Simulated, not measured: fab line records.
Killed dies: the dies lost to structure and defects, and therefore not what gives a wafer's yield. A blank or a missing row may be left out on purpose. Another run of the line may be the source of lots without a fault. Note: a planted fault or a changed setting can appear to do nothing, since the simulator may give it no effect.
Struck lot and sound lot, side by side    flow n5-finfet    15 steps out of a route of 1938
Sound: these wafers, L816.1, L816.2, L816.4. Wafers L822.3, L822.4, L822.5 were the ones struck. The cause comes at the end.
For every step that has rows: the tool of each side, followed by ch and its chambers, followed by its first start. Under that, the readings that differ: sound wafers    struck wafers    difference of the means    sigmas: that difference in standard deviations of wafers without a fault.
alike: same words and numbers on both sides, and readings whose means sit less than 2 such deviations apart. not compared: any withheld reading, any reading some wafer has no value for, any bound like >300 that may hide the same value, and any number with overlapping values for which the record gives no deviation.
Wherever a step has rows on one side only, a row that says differs or no value, or a row with sigmas, the two part there. Numbers that have no deviation but don't overlap get no sigmas and don't part them. Lack of a reading on every wafer of one side parts them only where that side has two or more wafers.

N5_BEOL_M7_OVL_MEAS_29:
  sound on overlay-02 ch 0, day 9 11:11; struck on overlay-02 ch 0, day 10 12:20
  alike: V6_OVL
N5_BEOL_M7_INSPECT_30: inspects for defects (brightfield).
  sound: defect-inspect-02 at day 9 11:14; struck: defect-inspect-01 at day 10 12:23
  alike: raw-defect-count
N5_BEOL_M7_DESCUM_33: chemistry O2, time 7 s.
  sound on rie-diel-02 ch 0,1,2, day 9 11:26; struck on rie-diel-06 ch 1,3, day 10 12:51
  alike: drypump-motor-current-A, oes-product-au, rf-vpp-V, showerhead-plenum-p-Torr, throttle-valve-pct
  not compared: rf-hours-counter-h
then, 5 steps without rows for these wafers: N5_BEOL_M7_ETCH_72 (etches underlayer in N2/H2, target depth 6.5 nm, time 5.2 s); N5_BEOL_M7_ETCH_65 (etches SiARC in CF4, target depth 15.6 nm, time 26 s); N5_BEOL_M7_ETCH_66 (etches SOC in N2/H2, target depth 80 nm, overetch 16 nm, time 120 s); N5_BEOL_M7_STRIP_69 (strips in N2/H2); N5_BEOL_M7_STRIP_73 (strips in N2/H2).
N5_BEOL_M7_VIA_ETCH_34: etches SiCOH lowk in C4F6/O2, target depth 125.5 nm, time 50.5 s.
  sound on rie-diel-02 ch 0,1,2, day 9 11:37; struck on rie-diel-06 ch 1,3, day 10 13:02
  alike: drypump-motor-current-A, oes-product-au, rf-fwd-power-W, rf-vpp-V, showerhead-plenum-p-Torr, throttle-valve-pct
  not compared: rf-hours-counter-h
then, 1 step without rows for these wafers: N5_BEOL_M7_STRIP_76 (strips in C4F6/O2).
N5_BEOL_M7_STRIP_36: strips in N2/H2.
  sound on rie-diel-02 ch 0,1,2, day 9 11:40; struck on rie-diel-06 ch 1,3, day 10 13:05
  alike: drypump-motor-current-A, oes-product-au, rf-vpp-V, showerhead-plenum-p-Torr, throttle-valve-pct
  not compared: rf-hours-counter-h
N5_BEOL_M7_TRENCH_ETCH_37: etches SiCOH lowk in C4F6/O2, target depth 93.478 nm, time 31.2 s.
  sound on rie-diel-02 ch 0,1,2; struck on rie-diel-06 ch 1,3
reading             sound              struck             difference  sigmas
rf-fwd-power-W (W)  337.0 340.2 339.2  341.6 341.9 342.0  +3.0        +2
  alike: drypump-motor-current-A, oes-product-au, rf-vpp-V, showerhead-plenum-p-Torr, throttle-valve-pct
  not compared: rf-hours-counter-h
N5_BEOL_M7_ETCH_41: etches SiCN in CH3F/O2, target depth 31.9 nm, time 57.8 s.
  sound on rie-diel-02 ch 0,1,2, day 9 11:44; struck on rie-diel-06 ch 1,3, day 10 13:09
reading                   sound              struck             difference  sigmas
rf-fwd-power-W (W)        389.3 391.0 391.8  297.2 296.8 298.4  -93.2       -62
rf-vpp-V (V)              299.8 297.2 299.7  324.2 323.9 324.1  +25.2       +13
model.etch.depth-nm (nm)  21.15 21.23 21.53  19.2 19.19 19.33   -2.1        
  alike: drypump-motor-current-A, oes-product-au, showerhead-plenum-p-Torr, throttle-valve-pct
  not compared: rf-hours-counter-h
N5_BEOL_M7_STRIP_80: strips in N2/H2, time 10 s.
  sound on rie-diel-02 ch 0,1,2; struck on rie-diel-06 ch 1,3
  alike: drypump-motor-current-A, oes-product-au, rf-vpp-V, showerhead-plenum-p-Torr, throttle-valve-pct
  not compared: rf-hours-counter-h
-- a jump in the record: the struck wafers' starts before and after are 3 days apart (it breaks off in module BEOL_M7 and resumes in module PASSIVATION, where the first step shown is number 1936 of the route) --
N5_PASSIVATION_PROBE_49:
  rows exist in the record for the struck wafers here (prober-01, day 13 17:41), but not for the sound ones

## WHERE THEY PART
First at N5_BEOL_M7_TRENCH_ETCH_37; last, within this record, at N5_PASSIVATION_PROBE_49.

WHY: what had been put in by the simulator
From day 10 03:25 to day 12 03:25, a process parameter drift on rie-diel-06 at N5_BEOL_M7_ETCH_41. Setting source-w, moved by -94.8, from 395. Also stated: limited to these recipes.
